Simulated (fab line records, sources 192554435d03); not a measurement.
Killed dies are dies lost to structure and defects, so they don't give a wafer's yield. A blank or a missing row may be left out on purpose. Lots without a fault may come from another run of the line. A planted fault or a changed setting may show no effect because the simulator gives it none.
Chamber matching | flow n5_finfet | N5_BEOL_M11_VIA_ETCH_34 on rie_diel-05: 4 sister chambers
The step etches SiCOH lowk in C4F6/O2, target depth 184.5 nm, time 69.2 s. 14 wafers are shown with their chamber, then 7 later ones without.

WAFERS WITH THEIR CHAMBER
wafer  | chamber | drypump_motor_current_A (A) | rf_vpp_V (V) | showerhead_plenum_p_Torr (Torr)
L077.1 | 1       | 6.2                         | 671          | 2.86
L077.2 | 2       | 5.7                         | 634          | 2.70
L077.4 | 3       | 5.4                         | 667          | 2.75
L078.1 | 1       | 6.2                         | 672          | 2.86
L078.2 | 0       | 4.9                         | 682          | 2.92
L078.4 | 2       | 5.7                         | 635          | 2.70
L084.1 | 3       | 5.4                         | 668          | 2.74
L084.3 | 0       | 4.9                         | 682          | 2.92
L084.5 | 2       | 5.7                         | 635          | 2.69
L089.1 | 1       | 6.2                         | 671          | 2.85
L089.4 | 2       | 5.7                         | 633          | 2.69
L089.6 | 1       | 6.1                         | 673          | 2.85
L091.1 | 2       | 5.7                         | 634          | 2.68
L091.2 | 1       | 6.2                         | 669          | 2.85

SIGNATURES (means of the wafers above)
reading                  | chamber 0 | chamber 1 | chamber 2 | chamber 3 | scatter within a chamber
drypump_motor_current_A  | 4.900     | 6.180     | 5.700     | 5.400     | 0.0283
rf_vpp_V                 | 682.00    | 671.20    | 634.20    | 667.50    | 1.1
showerhead_plenum_p_Torr | 2.9200    | 2.8540    | 2.6920    | 2.7450    | 0.00671
Rule: a wafer's distance from a chamber is the root of the sum, over the readings, of the square of ((its reading less the chamber's mean) divided by the reading's scatter). The wafer belongs to the nearest chamber; if the next one is less than 2 further off, it can't be placed. The scatter: the root of (the sum of the squares of (reading less its chamber's mean) over the shown wafers, divided by (wafers less chambers)).

WAFERS WITHOUT THEIR CHAMBER
wafer  | drypump_motor_current_A (A) | rf_vpp_V (V) | showerhead_plenum_p_Torr (Torr)
L091.4 | 5.0                         | 682          | 2.91
L094.4 | 5.6                         | 635          | 2.68
L094.5 | 5.7                         | 634          | 2.68
L094.6 | 5.4                         | 667          | 2.73
L095.1 | 5.4                         | 669          | 2.73
L095.3 | 5.6                         | 632          | 2.68
L095.6 | 5.6                         | 634          | 2.68

WHICH CHAMBER EACH WENT THROUGH
wafer  | from the rows above | in truth
L091.4 | 0                   | 0
L094.4 | 2                   | 2
L094.5 | 2                   | 2
L094.6 | 3                   | 3
L095.1 | 3                   | 3
L095.3 | 2                   | 2
L095.6 | 2                   | 2
Placed correctly: 7 of 7. Can't be placed from these rows: 0. Placed wrongly: 0.
